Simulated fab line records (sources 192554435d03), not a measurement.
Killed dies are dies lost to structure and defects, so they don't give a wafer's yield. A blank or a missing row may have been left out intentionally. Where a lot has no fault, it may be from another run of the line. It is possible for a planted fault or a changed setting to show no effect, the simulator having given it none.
Matching of chambers :: flow n5Finfet :: 4 sister chambers for N5_BEOL_M6_VIA_ETCH_34 on rieDiel-03
The step etches SiCOH lowk in C4F6/O2, target depth 126.3 nm, time 50.9 s. 8 wafers are shown with their chamber, then 12 later ones without.

== WAFERS WITH THEIR CHAMBER ==
wafer: L083.4
chamber: 3
rfVppV (V): 659
throttleValvePct (%): 20.62

wafer: L086.3
chamber: 2
rfVppV (V): 658
throttleValvePct (%): 20.57

wafer: L086.4
chamber: 1
rfVppV (V): 689
throttleValvePct (%): 20.71

wafer: L088.4
chamber: 2
rfVppV (V): 658
throttleValvePct (%): 20.56

wafer: L088.5
chamber: 0
rfVppV (V): 679
throttleValvePct (%): 20.34

wafer: L089.2
chamber: 1
rfVppV (V): 689
throttleValvePct (%): 20.75

wafer: L089.3
chamber: 0
rfVppV (V): 677
throttleValvePct (%): 20.35

wafer: L089.5
chamber: 3
rfVppV (V): 658
throttleValvePct (%): 20.63

== WAFERS MISSING THEIR CHAMBER ==
wafer: L090.3
rfVppV (V): 657
throttleValvePct (%): 20.57

wafer: L090.4
rfVppV (V): 656
throttleValvePct (%): 20.65

wafer: L090.5
rfVppV (V): 678
throttleValvePct (%): 20.33

wafer: L091.1
rfVppV (V): 657
throttleValvePct (%): 20.65

wafer: L091.2
rfVppV (V): 659
throttleValvePct (%): 20.57

wafer: L091.3
rfVppV (V): 689
throttleValvePct (%): 20.75

wafer: L094.1
rfVppV (V): 677
throttleValvePct (%): 20.36

wafer: L094.5
rfVppV (V): 676
throttleValvePct (%): 20.37

wafer: L094.6
rfVppV (V): 657
throttleValvePct (%): 20.65

wafer: L096.1
rfVppV (V): 678
throttleValvePct (%): 20.38

wafer: L096.2
rfVppV (V): 687
throttleValvePct (%): 20.75

wafer: L096.4
rfVppV (V): 658
throttleValvePct (%): 20.58

== THE CHAMBER EACH PASSED THROUGH ==
wafer: L090.3
from the rows above: 2
in truth: 2

wafer: L090.4
from the rows above: 3
in truth: 3

wafer: L090.5
from the rows above: 0
in truth: 0

wafer: L091.1
from the rows above: 3
in truth: 3

wafer: L091.2
from the rows above: 2
in truth: 2

wafer: L091.3
from the rows above: 1
in truth: 1

wafer: L094.1
from the rows above: 0
in truth: 0

wafer: L094.5
from the rows above: 0
in truth: 0

wafer: L094.6
from the rows above: 3
in truth: 3

wafer: L096.1
from the rows above: 0
in truth: 0

wafer: L096.2
from the rows above: 1
in truth: 1

wafer: L096.4
from the rows above: 2
in truth: 2
12 of 12 placed correctly. Not placeable from these rows: 0. Number placed wrongly: 0.
How it was worked out, from the rows above alone: a wafer's distance from a chamber is the root of the sum, over the readings, of the square of ((its reading less the chamber's mean) divided by the reading's scatter). The wafer belongs to the nearest chamber; if the next one is less than 2 further off, it can't be placed. A chamber's mean is the mean of its shown wafers. The scatter is the square root of a quotient: the sum, over the shown wafers, of each reading's squared deviation from its chamber's mean, divided by wafers minus chambers.
